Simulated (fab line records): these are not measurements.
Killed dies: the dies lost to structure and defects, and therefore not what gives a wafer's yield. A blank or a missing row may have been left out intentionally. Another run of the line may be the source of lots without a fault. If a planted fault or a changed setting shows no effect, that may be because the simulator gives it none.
A struck lot beside a sound one    flow n5Finfet    26 out of 1938 route steps
Sound: these wafers, L880.2, L880.3, L880.4. The struck wafers were L885.1, L885.4, L885.6. The cause is given at the end.
Per side, at each step with rows, come the tool, then ch with its chambers, and then its first start. Under that, the readings that differ: sound wafers    struck wafers    difference of the means    sigmas: that difference in standard deviations of wafers without a fault.
alike: readings with means less than 2 such deviations apart, plus words and numbers identical on both sides. not compared: withheld readings, readings lacking a value on some wafer, bounds such as >300 that could conceal the same value, and numbers that have no deviation in the record and whose values overlap.
The two part at a step that has a row with sigmas, a row that says differs or no value, or rows on one side only. Numbers that don't overlap but have no deviation are shown without sigmas and don't part them. A reading missing from all wafers of one side parts the sides only when that side holds two or more wafers.

N5_STI_FIN_REVEAL_DENSIFY_30:
  sound on rtpAnneal-02 ch 0, day 4 16:13; struck on rtpAnneal-01 ch 0, day 5 22:26
  alike: lampPowerPct
  not compared: wafer_temp_C_max
N5_STI_FIN_REVEAL_ETCHBACK_08: etches SiO2 in C4F6/O2, target depth 30.5 nm, time 10.167 s.
  sound on rieDiel-01 ch 0,1,3, day 4 16:23; struck on rieDiel-03 ch 0,1, day 5 22:56
  alike: drypumpMotorCurrentA, mfcArSccm, oesProductAu, rfVppV, showerheadPlenumPTorr, throttleValvePct
  not compared: rfHoursCounterH
then, 5 steps without rows for these wafers: N5_STI_FIN_REVEAL_STRIP_24 (strips in N2/H2, time 90 s); N5_STI_FIN_REVEAL_PRECLEAN_25 (cleans in SPM, time 90 s); N5_STI_FIN_REVEAL_PRECLEAN_26 (cleans in SC1, time 45 s); N5_STI_FIN_REVEAL_PRECLEAN_29 (cleans in DHF, time 30 s); N5_STI_FIN_REVEAL_SRD_12 (time 30 s).
N5_STI_FIN_REVEAL_RECESS_09: chemistry HF/NH3, target SiO2, afs cycles 11, target depth 42.5 nm, sublimation time 60 s.
  sound on vaporEtch-02 ch 0,1, day 4 16:39; struck on vaporEtch-01 ch 0,1, day 5 23:11
  alike: drypumpMotorCurrentA
then, 3 steps without rows for these wafers: N5_STI_FIN_REVEAL_STRIP_16 (strips SiNx in H3PO4, target depth 23.8 nm); N5_STI_FIN_REVEAL_PRECLEAN_17 (cleans in NF3:NH3, afs cycles 1, time 20 s, sublimation time 60 s); N5_STI_FIN_REVEAL_ETCH_34 (etches Si in H2, material Si, target depth 0.97 nm).
N5_STI_FIN_REVEAL_OXIDATION_31: chemistry O2 PLASMA REMOTE, time 20 s.
  sound on plasmaAsher-02 ch 0,1, day 4 19:20; struck on plasmaAsher-02 ch 0,1, day 6 01:20
  alike: drypumpMotorCurrentA, heaterPowerW
  not compared: rfHoursCounterH
N5_STI_FIN_REVEAL_PRECLEAN_32: cleans in NF3:NH3, afs cycles 1, time 20 s, sublimation time 60 s.
  sound on remotePlasma-01 ch 0, day 4 19:26; struck on remotePlasma-02 ch 1, day 6 01:25
then, 2 steps without rows for these wafers: N5_STI_FIN_REVEAL_STRIP_35 (strips Si3N4 in H3PO4, target depth 4 nm, time 39 s); N5_STI_FIN_REVEAL_SRD_21 (time 30 s).
N5_STI_FIN_REVEAL_OXIDATION_33: chemistry O2 PLASMA REMOTE, time 20 s.
  sound on plasmaAsher-02 ch 0,1, day 4 19:41; struck on plasmaAsher-02 ch 0,1, day 6 01:41
  alike: drypumpMotorCurrentA, heaterPowerW
  not compared: rfHoursCounterH
then, 2 steps without rows for these wafers: N5_STI_FIN_REVEAL_CLEAN_19 (cleans in O3/DIW, time 120 s); N5_STI_FIN_REVEAL_SRD_23 (time 30 s).
N5_STI_FIN_REVEAL_CD_MEAS_22: target cd 6.238 nm, pitch 28 nm.
  sound on cdSem-01 at day 4 19:51; struck on cdSem-01 at day 6 01:52
  alike: cdNm
N5_STI_FIN_REVEAL_FIN_H_MEAS_10:
  sound on ocd-01 at day 4 19:53; struck on ocd-02 at day 6 01:53
  alike: trenchDepthNm
then, 2 steps without rows for these wafers: N5_STI_FIN_REVEAL_PRECLEAN_18 (cleans in SC2, time 45 s); N5_STI_FIN_REVEAL_SRD_28 (time 30 s).
N5_STI_FIN_REVEAL_INSPECT_13: inspects for defects (darkfield).
  sound on defectInspect-02 at day 4 19:58; struck on defectInspect-02 at day 6 01:58
reading         sound     struck          difference  sigmas
rawDefectCount  19 14 15  1421 1407 1365  +1382       +99 or more
then, 1 step without rows for these wafers: N5_DUMMY_GATE_PRECLEAN_00 (cleans in O3/DIW, time 60 s).
-- here the record skips 5 days between the struck wafers' starts before and after, leaving off in module DUMMY_GATE and picking up in module BEOL_M4 (first step shown: number 1111 of the route) --
N5_BEOL_M4_RC_MEAS_101:
  sound on prober-02 ch 0, day 10 00:25; struck on prober-01 ch 0, day 11 04:58
  alike: DIBL_N, DIBL_P, IOFF_N, IOFF_P, ION_N, ION_P, SS_N, SS_P, VT_N, VT_P
-- the record jumps here: 4 days lie between the struck wafers' starts before and after (it left off in module BEOL_M4 and takes up again in module PASSIVATION, whose first step shown is number 1936 of the route) --
N5_PASSIVATION_PROBE_49:
  sound on prober-02 at day 14 22:23; struck on prober-02 at day 15 11:18
reading                  sound           struck          difference  sigmas
defectLimitedYield (%)   93.9 93.0 93.7  78.1 80.5 80.7  -13.8       -9
killedAtFrontEnd         37 35 30        178 177 192     +148        +12
killedDies               72 83 74        258 230 228     +162        +9
sort_bin_5_function (%)  3.6 3.2 3.2     13.6 10.8 11.4  +8.6        +8
sortNPass                1108 1097 1106  922 950 952     -162        -9
sortYieldPct (%)         93.9 93.0 93.7  78.1 80.5 80.7  -13.8       -9
  alike: killed_at_M0_to_M3, killed_at_M4_up, killedAtContacts, killedAtOther, killedOpen, killedShort, sort_bin_6_memory, sort_bin_8_speed

== WHERE THEY PART ==
First at N5_STI_FIN_REVEAL_INSPECT_13; last, within this record, at N5_PASSIVATION_PROBE_49.

WHY: what the simulator had put in
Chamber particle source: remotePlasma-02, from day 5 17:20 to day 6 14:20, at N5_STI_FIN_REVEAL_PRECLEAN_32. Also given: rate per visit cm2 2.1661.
